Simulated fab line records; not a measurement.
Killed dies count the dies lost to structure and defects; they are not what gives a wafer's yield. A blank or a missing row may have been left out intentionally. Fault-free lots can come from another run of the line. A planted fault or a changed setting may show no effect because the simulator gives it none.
The tool behind it: which one? | flow nand harc | Sampling: 24 lots, 72 wafers, 3 of 1159 route steps

WHAT THE GAUGES READ, wafer by wafer
NHARC_P_START_INSPECT_01. Usual: raw defect count 3.8, standard deviation 2.
lot  | measured    | on                | raw defect count | flag
L074 | day 1 12:02 | defect inspect-01 | 4 3 4            |
L075 | day 1 18:02 | defect inspect-01 | 4 1 5            |
L076 | day 2 00:02 | defect inspect-01 | 3 3 4            |
L077 | day 2 06:02 | defect inspect-02 | 4 2 3            |
L078 | day 2 12:02 | defect inspect-01 | 2 6 5            |
L079 | day 2 18:02 | defect inspect-01 | 4 0 5            |
L080 | day 3 00:02 | defect inspect-01 | 1 6 2            |
L081 | day 3 06:02 | defect inspect-02 | 4 6 0            |
L082 | day 3 12:02 | defect inspect-02 | 5 5 7            |
L083 | day 3 18:02 | defect inspect-02 | 2 2 7            |
L084 | day 4 00:02 | defect inspect-01 | 7 4 4            |
L085 | day 4 06:02 | defect inspect-02 | 4 7 6            |
L086 | day 4 12:02 | defect inspect-01 | 2 0 0            |
L087 | day 4 18:02 | defect inspect-01 | 0 3 4            |
L088 | day 5 00:02 | defect inspect-01 | 4 2 6            |
L089 | day 5 06:02 | defect inspect-01 | 2 7 5            |
L090 | day 5 12:02 | defect inspect-02 | 3 5 4            |
L091 | day 5 18:02 | defect inspect-02 | 2 0 5            |
L092 | day 6 00:02 | defect inspect-02 | 3 5 8            |
L093 | day 6 06:02 | defect inspect-01 | 5 10 5           |
L094 | day 6 12:02 | defect inspect-01 | 4 4 3            |
L095 | day 6 18:02 | defect inspect-01 | 3 4 3            |
L096 | day 7 00:02 | defect inspect-01 | 2 5 1            |
L097 | day 7 06:02 | defect inspect-02 | 6 3 8            |

NHARC_P_GATE_CD_MEAS_11: target cd 1640 nm. Usual: cd nm 1640.1 nm, standard deviation 1.6.
lot  | measured     | on        | cd nm (nm)           | flag
L074 | day 4 01:44  | cd sem-02 | 1638.5 1638.6 1635.9 |
L075 | day 4 01:47  | cd sem-03 | 1642.2 1641.6 1640.8 |
L076 | day 4 14:19  | cd sem-02 | 1639.9 1638.6 1638.8 |
L077 | day 4 14:28  | cd sem-02 | 1642.7 1641.6 1641.7 |
L078 | day 5 01:16  | cd sem-01 | 1639.5 1641.3 1639.9 |
L079 | day 5 09:26  | cd sem-02 | 1640.8 1640.3 1640.1 |
L080 | day 5 09:28  | cd sem-01 | 1642.0 1641.5 1642.6 |
L081 | day 5 21:15  | cd sem-01 | 1637.3 1639.4 1639.9 |
L082 | day 5 21:05  | cd sem-02 | 1642.1 1640.3 1640.5 |
L083 | day 6 15:15  | cd sem-02 | 1640.6 1640.5 1641.6 |
L084 | day 6 15:05  | cd sem-01 | 1641.2 1641.2 1641.2 |
L085 | day 7 11:44  | cd sem-03 | 1642.7 1639.9 1640.2 |
L086 | day 7 12:02  | cd sem-03 | 1641.4 1641.3 1642.4 |
L087 | day 7 11:41  | cd sem-02 | 1640.0 1638.9 1638.8 |
L088 | day 7 11:53  | cd sem-02 | 1639.0 1638.3 1640.1 |
L089 | day 7 16:53  | cd sem-03 | 1637.9 1638.7 1638.1 |
L090 | day 8 03:04  | cd sem-01 | 1639.8 1639.4 1638.6 |
L091 | day 8 02:53  | cd sem-01 | 1638.8 1639.1 1637.8 |
L092 | day 8 15:56  | cd sem-03 | 1638.8 1640.7 1640.8 |
L093 | day 8 16:06  | cd sem-03 | 1641.9 1641.4 1639.9 |
L094 | day 9 10:51  | cd sem-02 | 1637.0 1636.3 1636.4 |
L095 | day 9 11:00  | cd sem-03 | 1640.8 1640.0 1641.1 |
L096 | day 9 16:37  | cd sem-02 | 1639.9 1639.7 1638.7 |
L097 | day 10 00:47 | cd sem-02 | 1641.1 1642.1 1641.0 |

TOOL THAT RAN EACH LOT (tool first, then ch and the chambers of the sampled wafers, then the start)
lot  | NHARC_P_ZERO_WELL_DESCUM_13
L074 | rie diel-05 ch 0,1,2, day 1 13:22
L075 | rie diel-05 ch 0,1, day 1 19:17
L076 | rie diel-11 ch 2,3, day 2 01:24
L077 | rie diel-05 ch 0,1, day 2 07:23
L078 | rie diel-11 ch 1,2,3, day 2 13:23
L079 | rie diel-05 ch 0,1,3, day 2 19:26
L080 | rie diel-05 ch 2,3, day 3 01:25
L081 | rie diel-11 ch 0,1,3, day 3 07:24
L082 | rie diel-09 ch 0,1,2, day 3 13:17
L083 | rie diel-11 ch 1,2,3, day 3 19:19
L084 | rie diel-09 ch 0,2,3, day 4 01:24
L085 | rie diel-11 ch 2,3, day 4 07:25
L086 | rie diel-05 ch 1,2,3, day 4 13:23
L087 | rie diel-05 ch 1,2, day 4 19:23
L088 | rie diel-11 ch 1,2,3, day 5 01:17
L089 | rie diel-11 ch 0,2,3, day 5 07:17
L090 | rie diel-09 ch 2,3, day 5 13:17
L091 | rie diel-11 ch 0,3, day 5 19:28
L092 | rie diel-05 ch 2,3, day 6 01:17
L093 | rie diel-11 ch 0,1,2, day 6 07:25
L094 | rie diel-05 ch 0,1,3, day 6 13:25
L095 | rie diel-11 ch 1,2,3, day 6 19:26
L096 | rie diel-05 ch 0,1, day 7 01:24
L097 | rie diel-11 ch 0,3, day 7 07:25
- NHARC_P_ZERO_WELL_DESCUM_13: chemistry O2, time 3 s.

WHAT THE TOOLS THEMSELVES READ (means of the sampled wafers that have a number; where no wafer has one, the mark that the record gives instead)
NHARC_P_ZERO_WELL_DESCUM_13. Usual: drypump motor current A 5.7 A, standard deviation 0.32; mfc ar sccm 0.007 sccm, standard deviation 0.013; oes product au 1.001 a.u., standard deviation 0.009; rf vpp V 57.8 V, standard deviation 0.99; showerhead plenum p Torr 1.91 Torr, standard deviation 0.09; throttle valve pct 11.311 %, standard deviation 0.0094.
lot  | tool        | drypump motor current A (A) | mfc ar sccm (sccm) | oes product au (a.u.) | rf vpp V (V) | showerhead plenum p Torr (Torr) | throttle valve pct (%) | flag
L074 | rie diel-05 | 5.7                         | 0.002              | 0.998                 | 58.4         | 1.91                            | 11.316                 |
L075 | rie diel-05 | 5.6                         | 0.000              | 0.990                 | 58.8         | 1.99                            | 11.300                 |
L076 | rie diel-11 | 5.2                         | 0.026              | 1.001                 | 57.0         | 1.85                            | 11.315                 |
L077 | rie diel-05 | 5.8                         | 0.000              | 0.996                 | 56.8         | 1.91                            | 11.314                 |
L078 | rie diel-11 | 5.4                         | 0.013              | 0.995                 | 58.1         | 1.88                            | 11.310                 |
L079 | rie diel-05 | 5.8                         | 0.006              | 0.997                 | 57.6         | 1.95                            | 11.310                 |
L080 | rie diel-05 | 5.8                         | 0.011              | 0.990                 | 57.4         | 1.87                            | 11.308                 |
L081 | rie diel-11 | 5.7                         | 0.000              | 1.002                 | 57.8         | 1.95                            | 11.324                 |
L082 | rie diel-09 | 6.2                         | 0.000              | 1.003                 | 58.4         | 1.96                            | 11.307                 |
L083 | rie diel-11 | 5.4                         | 0.013              | 0.999                 | 56.9         | 1.88                            | 11.318                 |
L084 | rie diel-09 | 5.9                         | 0.003              | 1.005                 | 58.6         | 1.92                            | 11.314                 |
L085 | rie diel-11 | 5.3                         | 0.013              | 1.007                 | 58.4         | 1.92                            | 11.308                 |
L086 | rie diel-05 | 5.9                         | 0.008              | 0.993                 | 56.9         | 1.87                            | 11.312                 |
L087 | rie diel-05 | 5.8                         | 0.005              | 0.995                 | 57.1         | 1.83                            | 11.314                 |
L088 | rie diel-11 | 5.4                         | 0.013              | 1.006                 | 57.8         | 1.88                            | 11.305                 |
L089 | rie diel-11 | 5.5                         | 0.013              | 1.004                 | 57.6         | 1.92                            | 11.310                 |
L090 | rie diel-09 | 5.8                         | 0.003              | 1.006                 | 57.5         | 1.90                            | 11.303                 |
L091 | rie diel-11 | 5.5                         | 0.000              | 1.003                 | 58.3         | 1.99                            | 11.317                 |
L092 | rie diel-05 | 5.9                         | 0.014              | 1.007                 | 57.6         | 1.91                            | 11.306                 |
L093 | rie diel-11 | 5.6                         | 0.013              | 1.008                 | 57.7         | 1.88                            | 11.307                 |
L094 | rie diel-05 | 5.8                         | 0.006              | 0.993                 | 57.5         | 1.95                            | 11.312                 |
L095 | rie diel-11 | 5.4                         | 0.013              | 0.999                 | 58.7         | 1.88                            | 11.306                 |
L096 | rie diel-05 | 5.6                         | 0.000              | 0.987                 | 57.5         | 1.99                            | 11.313                 |
L097 | rie diel-11 | 5.6                         | 0.000              | 1.011                 | 58.9         | 1.99                            | 11.310                 |

THE ANSWER, worked out from the rows above alone
Rule: a lot counts as off when the mean over its wafers that have a number is more than 3 standard deviations away from the usual mean. Also off: a lot with no number at a reading for which 4 or more lots have one. Where the step has rows for the other lots, those lots are counted as sound. Order of review: gauges by route order, followed by the tools' own readings, for which a lot's mean as printed above is used. At the first step where some lot is off, the reading lying furthest off is the one used; lots without a number count as furthest.
No lot is off at any reading shown: from this, nothing can be told.

WHAT THE SIMULATOR HAD PUT IN
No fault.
